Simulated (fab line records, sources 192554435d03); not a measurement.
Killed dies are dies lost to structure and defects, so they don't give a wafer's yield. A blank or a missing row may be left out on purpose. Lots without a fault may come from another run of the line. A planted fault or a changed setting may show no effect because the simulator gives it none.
Which tool did it? | flow n5_finfet | 11 lots, 32 wafers sampled, at 2 steps of a route of 1938

WHAT THE GAUGES READ, wafer by wafer
N5_MIM_TOP_LITHO_CD_MEAS_08: target cd 2000 nm.
lot  | measured     | on        | cd_nm (nm)
L256 | day 12 11:20 | cd_sem-03 | 2001.6 1997.4 1999.5
L259 | day 12 11:36 | cd_sem-01 | 1999.8 1999.5 2003.6
L258 | day 12 14:10 | cd_sem-02 | 1998.0 1997.8 1997.4
L261 | day 12 23:21 | cd_sem-01 | 1997.4 1998.7 1996.8
L260 | day 13 03:08 | cd_sem-02 | 2000.6 1999.6 1999.7
L262 | day 13 07:30 | cd_sem-02 | 1999.2 1999.7 1998.5
L264 | day 14 11:19 | cd_sem-01 | 1998.4 1999.9 2002.2
L269 | day 15 21:17 | cd_sem-01 | 2001.3 2001.7
L274 | day 16 17:26 | cd_sem-02 | 2001.5 2000.9 2000.4
L277 | day 17 07:11 | cd_sem-01 | 2002.0 2000.5 2000.9
L279 | day 17 12:07 | cd_sem-02 | 1998.0 1998.5 1995.2

WHICH TOOL RAN EACH LOT (tool, then ch and the chambers of the sampled wafers, then the start)
lot  | N5_MIM_TOP_DEGAS_04
L256 | pvd_sputter-03, day 12 10:54
L259 | pvd_sputter-03, day 12 11:10
L258 | pvd_sputter-01, day 12 13:43
L261 | pvd_sputter-02, day 12 22:55
L260 | pvd_sputter-01, day 13 02:42
L262 | pvd_sputter-03, day 13 07:04
L264 | pvd_sputter-01, day 14 10:53
L269 | pvd_sputter-03, day 15 20:52
L274 | pvd_sputter-03, day 16 17:00
L277 | pvd_sputter-01, day 17 06:46
L279 | pvd_sputter-03, day 17 11:34
- N5_MIM_TOP_DEGAS_04: time 60 s.

WHAT THE TOOLS THEMSELVES READ (means of the sampled wafers that have a number; where no wafer has one, the mark that the record gives instead)
N5_MIM_TOP_DEGAS_04.
lot  | tool           | heater_power_w (W) | susceptor_temp_C (C)
L256 | pvd_sputter-03 | 423                | 300.09
L259 | pvd_sputter-03 | 440                | 299.66
L258 | pvd_sputter-01 | 462                | 300.23
L261 | pvd_sputter-02 | 429                | 299.99
L260 | pvd_sputter-01 | 469                | 300.16
L262 | pvd_sputter-03 | 443                | 300.27
L264 | pvd_sputter-01 | 417                | 299.78
L269 | pvd_sputter-03 | 431                | 300.00
L274 | pvd_sputter-03 | 435                | 299.88
L277 | pvd_sputter-01 | 468                | 299.98
L279 | pvd_sputter-03 | 437                | 300.08

THE ANSWER, worked out from the rows above alone
Rule: what is usual is taken from the lots themselves. Put in order of their means at a reading, lots are off if they are a third of the lots or fewer, leave a main group of 4 or more, and stand apart from it by a gap of 3 or more times the standard deviation of the main group's means; of several such gaps the widest counts. A main group whose means are all the same, to the digits that the tables above print for the reading, isn't used. A lot without any number at a reading at which 4 lots or more have one is off too. The other lots that the step has rows for count as sound. The gauges are gone through in route order, then the tools' own readings, and for those a lot's mean is taken as printed above. The first step at which some lot is off is used, and at that step the reading that is off furthest; a lot without a number counts as furthest.
No lot is off at any reading shown: from this, nothing can be told.

WHAT THE SIMULATOR HAD PUT IN
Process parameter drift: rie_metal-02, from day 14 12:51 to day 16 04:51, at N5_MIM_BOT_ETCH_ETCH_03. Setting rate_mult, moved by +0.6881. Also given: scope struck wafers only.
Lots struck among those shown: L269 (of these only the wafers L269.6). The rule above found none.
